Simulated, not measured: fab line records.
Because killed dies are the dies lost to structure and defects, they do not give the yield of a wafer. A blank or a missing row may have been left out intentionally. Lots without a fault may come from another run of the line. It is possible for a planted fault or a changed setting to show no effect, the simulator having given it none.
fab line records + flow n5Finfet + part 2 of 2: steps 5 to 6 of 6
record
- lots=22
- wafers=66
- lastDay=19
route steps=1938 shown HKMG_FIN@387 GATE_CUT@473
lots with no fault: from the same line, run without faults
startH: hours from the record's opening day to when the first of the lot's shown wafers began + waitH: how many hours have passed since the lot's step before this one + " unchanged from the row above + L1.1+2: a single row standing in for several wafers + - value missing, or start not given + * or withheld: withheld + < > ~ a bound
route shown NAME@n: NAME is a module with steps in the file, n the number in the route of the first one + usual: mean/standard deviation of fault-free wafers + same: alike in all rows + chamber/n: place in a boat + sites: per-site readings + _std_site: standard deviation of those values + _edge_site: the outer-site mean with the inner-site mean subtracted + radiusMm: for every site, how far away it sits from the centre of the wafer + mask NAME#n: copy n + behind: tool/chamber where the wafer was last shaped + hold: why the lot was held/for how many hours/how that ended + device: whichever transistor did not switch (one of n, p or np) + end of line: the same wafers' tests at the end of the route + step lacking rows: just its recipe + killed: dies that structure and defects cost at the first sort, which is not the same as the wafer's yield + map: a wafer's dies, x killed, . not, _ none there
set.NAME: the setting as run; set.NAME@STEP: as run at that earlier step + model.NAME: the simulator's own value behind a step, which no gauge read
a sample of lots followed through the steps of the route, with each step as a table and each wafer as a row
services: the hour from which a tool's chamber was out of use, counted from the record's first day as startH (under 0 if before that day), plus the number of hours and why
## steps
# step N5_HKMG_FIN_ETCH_35
# recipe
- chemistry=N2/H2
- target=SOC
- targetDepthA=2158
- ionEnergyEv=65
- biasW=5
- sourceW=3000
- timeS=243.4
- pressureMtorr=30
- n2FlowSccm=200
- h2FlowSccm=200
# usual
- drypumpMotorCurrentA=5.5/0.6
- oesProductAu=0.84/0.078
- rfVppV=141.5/0.96
- showerheadPlenumPTorr=2.54/0.08
- throttleValvePct=17.85/0.25
| lot.wafer | tool       | chamber | startH | waitH | drypumpMotorCurrentA | oesProductAu | rfHoursCounterH | rfVppV | showerheadPlenumPTorr | throttleValvePct |
|-----------|------------|---------|--------|-------|----------------------|--------------|-----------------|--------|-----------------------|------------------|
| L074.1    | rieDiel-05 | 2       | 79.89  | 0.0   | 6.6                  | 0.93         | 16              | 141.8  | 2.60                  | 17.55            |
| L074.4    | "          | 0       | "      | "     | 5.1                  | 0.94         | 9               | 141.4  | 2.62                  | 17.68            |
| L074.6    | "          | 0       | "      | "     | 5.1                  | 0.94         | -               | 141.6  | 2.62                  | 17.69            |
| L076.3    | rieDiel-05 | 0       | 87.27  | 0.0   | 5.1                  | 0.94         | 11              | 143.0  | 2.62                  | 17.71            |
| L076.4    | "          | 3       | "      | "     | 5.7                  | 0.88         | 30              | 139.6  | 2.49                  | 17.56            |
| L076.6    | "          | 2       | "      | "     | 6.6                  | 0.93         | -               | 142.6  | 2.60                  | 17.56            |
| L077.4    | rieDiel-04 | 3       | 99.05  | 0.0   | 6.2                  | 0.78         | 143             | 143.3  | 2.65                  | 18.01            |
| L077.5    | "          | 2       | "      | "     | 4.9                  | 0.70         | -               | 141.0  | 2.40                  | 17.75            |
| L077.6    | "          | 3       | "      | "     | 6.2                  | 0.77         | -               | 142.5  | 2.65                  | 18.01            |
| L079.2    | rieDiel-03 | 0       | 110.95 | 0.0   | 5.7                  | 0.68         | 242             | 139.8  | 2.40                  | 18.19            |
| L079.5    | "          | 3       | "      | "     | 5.1                  | 0.95         | -               | 141.8  | 2.49                  | 17.48            |
| L079.6    | "          | 2       | "      | "     | 5.1                  | 0.91         | -               | 141.2  | 2.51                  | 17.99            |
| L080.1    | rieDiel-03 | 1       | 111.46 | 0.0   | 4.7                  | 0.89         | 32              | 141.3  | 2.49                  | 18.11            |
| L080.2    | "          | 3       | "      | "     | 5.1                  | 0.95         | 5               | 141.6  | 2.49                  | 17.48            |
| L080.4    | "          | 2       | "      | "     | 5.1                  | 0.90         | 34              | 140.0  | 2.51                  | 17.98            |
| L081.3    | rieDiel-03 | 2       | 118.23 | 0.0   | 5.1                  | 0.89         | 37              | 140.1  | 2.50                  | 17.97            |
| L081.5    | "          | 2       | "      | "     | 5.1                  | 0.90         | -               | 140.7  | 2.50                  | 18.00            |
| L081.6    | "          | 3       | "      | "     | 5.1                  | 0.94         | -               | 142.5  | 2.48                  | 17.50            |
| L082.1    | rieDiel-04 | 3       | 124.27 | 0.0   | 6.2                  | 0.77         | 153             | 143.6  | 2.65                  | 18.03            |
| L082.3    | "          | 0       | "      | "     | 6.2                  | 0.74         | 169             | 142.7  | 2.53                  | 18.14            |
| L082.4    | "          | 3       | "      | "     | 6.2                  | 0.77         | -               | 142.8  | 2.65                  | 18.03            |
| L083.1    | rieDiel-04 | 3       | 130.67 | 0.0   | 6.2                  | 0.76         | 156             | 142.2  | 2.65                  | 18.04            |
| L083.4    | "          | 0       | "      | "     | 6.2                  | 0.73         | -               | 141.7  | 2.53                  | 18.15            |
| L083.6    | "          | 3       | "      | "     | 6.2                  | 0.77         | -               | 141.7  | 2.65                  | 18.05            |
| L084.1    | rieDiel-03 | 3       | 140.42 | 0.0   | 5.1                  | 0.91         | 16              | 142.1  | 2.48                  | 17.51            |
| L084.3    | "          | 1       | "      | "     | 4.7                  | 0.86         | 43              | 139.9  | 2.49                  | 18.11            |
| L084.4    | "          | 3       | "      | "     | 5.1                  | 0.90         | -               | 141.6  | 2.48                  | 17.51            |
| L085.2    | rieDiel-03 | 1       | 141.94 | 0.0   | 4.7                  | 0.87         | 44              | 140.7  | 2.49                  | 18.12            |
| L085.4    | "          | 1       | "      | "     | 4.7                  | 0.87         | -               | 141.7  | 2.49                  | 18.14            |
| L085.5    | "          | 3       | "      | "     | 5.1                  | 0.92         | -               | 140.0  | 2.48                  | 17.50            |
| L086.1    | rieDiel-05 | 2       | 152.88 | 0.0   | 6.6                  | 0.87         | 43              | 143.4  | 2.59                  | 17.62            |
| L086.2    | "          | 1       | "      | "     | 5.5                  | 0.74         | 173             | 140.9  | 2.64                  | 18.10            |
| L086.3    | "          | 3       | "      | "     | 5.7                  | 0.86         | 48              | 141.6  | 2.48                  | 17.56            |
| L087.2    | rieDiel-05 | 1       | 153.39 | 0.0   | 5.5                  | 0.75         | 173             | 143.4  | 2.64                  | 18.12            |
| L087.4    | "          | 3       | "      | "     | 5.7                  | 0.85         | 48              | 139.5  | 2.48                  | 17.57            |
| L087.6    | "          | 2       | "      | "     | 6.6                  | 0.88         | -               | 140.2  | 2.59                  | 17.61            |
| L088.1    | rieDiel-05 | 0       | 164.24 | 0.0   | 5.1                  | 0.88         | 38              | 142.3  | 2.60                  | 17.75            |
| L088.3    | "          | 1       | "      | "     | 5.5                  | 0.74         | 177             | 142.8  | 2.64                  | 18.13            |
| L088.4    | "          | 2       | "      | "     | 6.6                  | 0.87         | 47              | 141.0  | 2.59                  | 17.62            |
| L089.1    | rieDiel-05 | 2       | 171.98 | 0.0   | 6.6                  | 0.87         | 50              | 141.6  | 2.59                  | 17.62            |
| L089.3    | "          | 1       | "      | "     | 5.5                  | 0.73         | 180             | 143.5  | 2.64                  | 18.13            |
| L089.6    | "          | 2       | "      | "     | 6.6                  | 0.87         | -               | 142.6  | 2.59                  | 17.64            |
| L091.1    | rieDiel-05 | 3       | 179.55 | 0.0   | 5.7                  | 0.85         | 57              | 141.1  | 2.48                  | 17.60            |
| L091.3    | "          | 1       | "      | "     | 5.5                  | 0.73         | 183             | 142.3  | 2.64                  | 18.13            |
| L091.4    | "          | 2       | "      | "     | 6.6                  | 0.87         | 53              | 140.7  | 2.58                  | 17.63            |
| L090.1    | rieDiel-03 | 0       | 184.93 | 0.0   | 5.7                  | 0.96         | 8               | 142.1  | 2.72                  | 17.75            |
| L090.2    | "          | 2       | "      | "     | 5.1                  | 0.86         | 61              | 141.0  | 2.49                  | 18.03            |
| L090.4    | "          | 1       | "      | "     | 4.7                  | 0.84         | 60              | 141.7  | 2.48                  | 18.17            |
| L092.2    | rieDiel-03 | 0       | 187.99 | 0.0   | 5.7                  | 0.96         | 9               | 142.3  | 2.72                  | 17.73            |
| L092.3    | "          | 3       | "      | "     | 5.1                  | 0.88         | 33              | 142.2  | 2.47                  | 17.53            |
| L092.5    | "          | 3       | "      | "     | 5.1                  | 0.88         | -               | 141.9  | 2.47                  | 17.53            |
| L093.1    | rieDiel-03 | 0       | 190.54 | 0.0   | 5.7                  | 0.95         | 10              | 142.2  | 2.72                  | 17.75            |
| L093.2    | "          | 2       | "      | "     | 5.1                  | 0.86         | 64              | 141.5  | 2.49                  | 18.05            |
| L093.6    | "          | 3       | "      | "     | 5.1                  | 0.86         | -               | 141.4  | 2.47                  | 17.53            |
| L094.2    | rieDiel-05 | 2       | 198.78 | 0.0   | 6.6                  | 0.86         | 61              | 140.2  | 2.58                  | 17.66            |
| L094.5    | "          | 0       | "      | "     | 5.1                  | 0.86         | -               | 142.2  | 2.60                  | 17.76            |
| L094.6    | "          | 3       | "      | "     | 5.7                  | 0.84         | -               | 140.7  | 2.48                  | 17.62            |
| L095.1    | rieDiel-05 | 0       | 202.16 | 0.0   | 5.1                  | 0.86         | 52              | 143.1  | 2.60                  | 17.75            |
| L095.2    | "          | 1       | "      | "     | 5.5                  | 0.73         | 192             | 141.9  | 2.63                  | 18.15            |
| L095.3    | "          | 3       | "      | "     | 5.7                  | 0.83         | 66              | 140.8  | 2.47                  | 17.61            |
| L096.1    | rieDiel-03 | 0       | 211.25 | 0.0   | 5.7                  | 0.93         | 16              | 142.1  | 2.71                  | 17.77            |
| L096.2    | "          | 2       | "      | "     | 5.1                  | 0.84         | 71              | 141.6  | 2.49                  | 18.04            |
| L096.6    | "          | 0       | "      | "     | 5.7                  | 0.93         | -               | 141.0  | 2.71                  | 17.77            |
| L097.1    | rieDiel-04 | 0       | 214.47 | 0.0   | 6.2                  | 0.71         | 201             | 141.7  | 2.52                  | 18.21            |
| L097.3    | "          | 1       | "      | "     | 6.3                  | 0.90         | 27              | 142.4  | 2.60                  | 17.40            |
| L097.5    | "          | 0       | "      | "     | 6.2                  | 0.71         | -               | 141.1  | 2.51                  | 18.19            |
# step N5_GATE_CUT_SAC_CAP_01
# recipe
- material=SiNx
- targetThkA=240
- tempC=400
- aldPrecursorFamily=SiH2I2
- aldCoReactant=N2/H2-plasma
- pulseTimeS=1
- aldCycles=480
- purgeTimeS=2
- coReactantPurgeTimeS=2
- pressureTorr=2
# usual
- heaterPowerW=861/91
- precursorPulseHeightRel=0.998/0.019
# same
- purgeTimeS=2
| lot.wafer | tool      | chamber | startH | waitH | heaterPowerW | precursorPulseHeightRel |
|-----------|-----------|---------|--------|-------|--------------|-------------------------|
| L074.1    | aldSin-02 | 2       | 84.66  | 0.0   | 979          | 0.971                   |
| L074.4    | "         | 2       | 85.75  | 1.1   | 973          | 0.968                   |
| L074.6    | "         | 1       | "      | "     | 995          | 1.006                   |
| L076.3    | aldSin-03 | 1       | 93.27  | 1.0   | 806          | 0.989                   |
| L076.4    | "         | 0       | "      | "     | 793          | 0.990                   |
| L076.6    | "         | 0       | 94.35  | 2.1   | 797          | 0.989                   |
| L077.4    | aldSin-02 | 1       | 104.06 | 0.0   | 998          | 1.009                   |
| L077.5    | "         | 2       | 105.15 | 1.1   | 980          | 1.000                   |
| L077.6    | "         | 3       | "      | "     | 884          | 1.002                   |
| L079.2    | aldSin-02 | 1       | 115.81 | 0.0   | 971          | 0.989                   |
| L079.5    | "         | 3       | 116.89 | 1.1   | 882          | 1.028                   |
| L079.6    | "         | 0       | "      | "     | 761          | 0.982                   |
| L080.1    | aldSin-03 | 0       | 116.44 | 0.0   | 804          | 1.016                   |
| L080.2    | "         | 3       | "      | "     | 897          | 1.007                   |
| L080.4    | "         | 1       | "      | "     | 810          | 0.987                   |
| L081.3    | aldSin-02 | 0       | 123.20 | 0.0   | 783          | 1.018                   |
| L081.5    | "         | 0       | 124.28 | 1.1   | 773          | 0.998                   |
| L081.6    | "         | 1       | "      | "     | 994          | 1.010                   |
| L082.1    | aldSin-02 | 0       | 129.42 | 0.4   | 757          | 1.029                   |
| L082.3    | "         | 2       | "      | "     | 995          | 1.000                   |
| L082.4    | "         | 1       | "      | "     | 978          | 0.997                   |
| L083.1    | aldSin-04 | 1       | 135.47 | 0.0   | 751          | 0.982                   |
| L083.4    | "         | 3       | "      | "     | 921          | 0.979                   |
| L083.6    | "         | 2       | 136.55 | 1.1   | 777          | 0.981                   |
| L084.1    | aldSin-02 | 0       | 145.83 | 0.3   | 759          | 0.998                   |
| L084.3    | "         | 1       | "      | "     | 993          | 0.987                   |
| L084.4    | "         | 2       | "      | "     | 990          | 0.975                   |
| L085.2    | aldSin-03 | 0       | 147.30 | 0.6   | 797          | 1.015                   |
| L085.4    | "         | 3       | "      | "     | 934          | 0.985                   |
| L085.5    | "         | 2       | 148.39 | 1.7   | 810          | 1.021                   |
| L086.1    | aldSin-04 | 0       | 157.79 | 0.0   | 767          | 0.993                   |
| L086.2    | "         | 2       | "      | "     | 800          | 0.995                   |
| L086.3    | "         | 1       | "      | "     | 743          | 0.986                   |
| L087.2    | aldSin-02 | 1       | 158.38 | 0.0   | 987          | 0.987                   |
| L087.4    | "         | 3       | "      | "     | 881          | 1.018                   |
| L087.6    | "         | 0       | 159.47 | 1.1   | 773          | 0.999                   |
| L088.1    | aldSin-03 | 1       | 169.48 | 0.0   | 813          | 0.961                   |
| L088.3    | "         | 3       | "      | "     | 933          | 0.999                   |
| L088.4    | "         | 2       | "      | "     | 797          | 0.997                   |
| L089.1    | aldSin-04 | 3       | 176.83 | 0.0   | 944          | 0.995                   |
| L089.3    | "         | 1       | "      | "     | 724          | 0.986                   |
| L089.6    | "         | 1       | 177.92 | 1.1   | 770          | 0.982                   |
| L091.1    | aldSin-02 | 0       | 184.61 | 0.0   | 778          | 0.969                   |
| L091.3    | "         | 2       | "      | "     | 999          | 1.032                   |
| L091.4    | "         | 3       | 185.69 | 1.1   | 861          | 0.979                   |
| L090.1    | aldSin-02 | 2       | 190.08 | 0.0   | 1008         | 1.005                   |
| L090.2    | "         | 0       | "      | "     | 743          | 0.977                   |
| L090.4    | "         | 2       | 191.17 | 1.1   | 995          | 1.020                   |
| L092.2    | aldSin-04 | 1       | 193.36 | 0.0   | 741          | 0.995                   |
| L092.3    | "         | 2       | "      | "     | 778          | 0.994                   |
| L092.5    | "         | 2       | 194.45 | 1.1   | 797          | 1.020                   |
| L093.1    | aldSin-02 | 3       | 195.61 | 0.0   | 878          | 0.986                   |
| L093.2    | "         | 2       | "      | "     | 1026         | 0.974                   |
| L093.6    | "         | 1       | 196.70 | 1.1   | 1008         | 1.005                   |
| L094.2    | aldSin-03 | 1       | 203.96 | 0.0   | 792          | 1.003                   |
| L094.5    | "         | 2       | 205.04 | 1.1   | 779          | 0.992                   |
| L094.6    | "         | 3       | "      | "     | 957          | 0.991                   |
| L095.1    | aldSin-03 | 2       | 207.12 | 0.0   | 799          | 1.017                   |
| L095.2    | "         | 1       | "      | "     | 815          | 1.020                   |
| L095.3    | "         | 0       | "      | "     | 791          | 1.002                   |
| L096.1    | aldSin-04 | 1       | 216.69 | 0.0   | 771          | 1.036                   |
| L096.2    | "         | 3       | "      | "     | 952          | 1.017                   |
| L096.6    | "         | 3       | 217.78 | 1.1   | 939          | 1.000                   |
| L097.1    | aldSin-03 | 3       | 219.23 | 0.0   | 924          | 1.021                   |
| L097.3    | "         | 1       | "      | "     | 807          | 0.985                   |
| L097.5    | "         | 0       | 220.31 | 1.1   | 774          | 0.998                   |
## services
| tool         | chamber | startH | hours | kind                         |
|--------------|---------|--------|-------|------------------------------|
| rtpAnneal-01 | -       | 59.56  | 5.9   | pm                           |
| aldSin-02    | 3       | 69.04  | 8.8   | repair                       |
| rieDiel-03   | 3       | 69.61  | -     | clean                        |
| rieDiel-03   | 3       | 69.61  | -     | consumableReplace:focusRing  |
| rieDiel-03   | 3       | 69.61  | 30.0  | scheduledDown                |
| rieDiel-03   | 3       | 69.61  | 30.0  | ventCycle                    |
| aldSin-02    | 0       | 79.75  | 13.8  | repair                       |
| aldSin-04    | -       | 85.25  | 14.0  | pm                           |
| rieDiel-04   | 1       | 120.51 | -     | clean                        |
| rieDiel-04   | 1       | 120.51 | -     | consumableReplace:focusRing  |
| rieDiel-04   | 1       | 120.51 | 22.1  | scheduledDown                |
| rieDiel-04   | 1       | 120.51 | 22.1  | ventCycle                    |
| aldSin-02    | 2       | 121.53 | 6.1   | repair                       |
| rieDiel-03   | 0       | 134.87 | -     | clean                        |
| rieDiel-03   | 0       | 134.87 | -     | consumableReplace:focusRing  |
| rieDiel-03   | 0       | 134.87 | -     | consumableReplace:showerhead |
| rieDiel-03   | 0       | 134.87 | 27.9  | scheduledDown                |
| rieDiel-03   | 0       | 134.87 | 27.9  | ventCycle                    |
| rieDiel-04   | 0       | 147.84 | 10.7  | repair                       |
| aldSin-02    | 1       | 175.63 | 16.9  | repair                       |
| aldSin-03    | 3       | 177.57 | 7.6   | repair                       |
| rieDiel-04   | 2       | 196.02 | -     | clean                        |
| rieDiel-04   | 2       | 196.02 | -     | consumableReplace:focusRing  |
| rieDiel-04   | 2       | 196.02 | -     | consumableReplace:showerhead |
